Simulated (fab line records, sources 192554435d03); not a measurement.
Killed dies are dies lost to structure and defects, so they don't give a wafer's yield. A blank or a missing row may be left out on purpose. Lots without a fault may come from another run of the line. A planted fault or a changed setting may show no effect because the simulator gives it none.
Chamber matching | flow n5_finfet | N5_BEOL_M5_DESCUM_33 on rie_diel-06: 4 sister chambers
The step chemistry O2, time 7 s. 18 wafers are shown with their chamber, then 9 later ones without.

WAFERS WITH THEIR CHAMBER
wafer  | chamber | drypump_motor_current_A (A) | showerhead_plenum_p_Torr (Torr) | throttle_valve_pct (%)
L076.2 | 0       | 4.8                         | 1.99                            | 20.65
L076.5 | 1       | 5.8                         | 2.07                            | 20.46
L076.6 | 0       | 4.8                         | 1.99                            | 20.64
L075.3 | 3       | 4.8                         | 2.16                            | 20.53
L075.5 | 0       | 4.8                         | 1.99                            | 20.65
L075.6 | 1       | 5.8                         | 2.07                            | 20.46
L079.2 | 1       | 5.8                         | 2.07                            | 20.46
L079.3 | 0       | 4.8                         | 1.99                            | 20.63
L079.4 | 3       | 4.8                         | 2.16                            | 20.54
L080.2 | 2       | 4.7                         | 2.21                            | 20.26
L080.4 | 1       | 5.8                         | 2.07                            | 20.47
L080.6 | 2       | 4.7                         | 2.21                            | 20.24
L081.1 | 2       | 4.6                         | 2.21                            | 20.27
L081.4 | 2       | 4.7                         | 2.21                            | 20.24
L081.6 | 0       | 4.8                         | 1.98                            | 20.66
L088.1 | 3       | 4.8                         | 2.15                            | 20.56
L088.2 | 1       | 5.8                         | 2.06                            | 20.49
L088.3 | 0       | 4.8                         | 1.98                            | 20.67

SIGNATURES (means of the wafers above)
reading                  | chamber 0 | chamber 1 | chamber 2 | chamber 3 | scatter within a chamber
drypump_motor_current_A  | 4.800     | 5.800     | 4.675     | 4.800     | 0.0231
showerhead_plenum_p_Torr | 1.9867    | 2.0680    | 2.2100    | 2.1567    | 0.00447
throttle_valve_pct       | 20.6500   | 20.4680   | 20.2525   | 20.5433   | 0.0142
Rule: a wafer's distance from a chamber is the root of the sum, over the readings, of the square of ((its reading less the chamber's mean) divided by the reading's scatter). The wafer belongs to the nearest chamber; if the next one is less than 2 further off, it can't be placed. The scatter: the root of (the sum of the squares of (reading less its chamber's mean) over the shown wafers, divided by (wafers less chambers)).

WAFERS WITHOUT THEIR CHAMBER
wafer  | drypump_motor_current_A (A) | showerhead_plenum_p_Torr (Torr) | throttle_valve_pct (%)
L090.2 | 4.7                         | 2.20                            | 20.28
L090.3 | 5.8                         | 2.06                            | 20.50
L090.6 | 4.8                         | 2.15                            | 20.57
L092.2 | 5.8                         | 2.06                            | 20.48
L092.3 | 4.8                         | 2.15                            | 20.56
L092.4 | 4.8                         | 1.98                            | 20.69
L097.2 | 5.8                         | 2.06                            | 20.51
L097.4 | 4.8                         | 1.97                            | 20.68
L097.5 | 4.7                         | 2.20                            | 20.29

WHICH CHAMBER EACH WENT THROUGH
wafer  | from the rows above | in truth
L090.2 | 2                   | 2
L090.3 | 1                   | 1
L090.6 | 3                   | 3
L092.2 | 1                   | 1
L092.3 | 3                   | 3
L092.4 | 0                   | 0
L097.2 | 1                   | 1
L097.4 | 0                   | 0
L097.5 | 2                   | 2
Placed correctly: 9 of 9. Can't be placed from these rows: 0. Placed wrongly: 0.
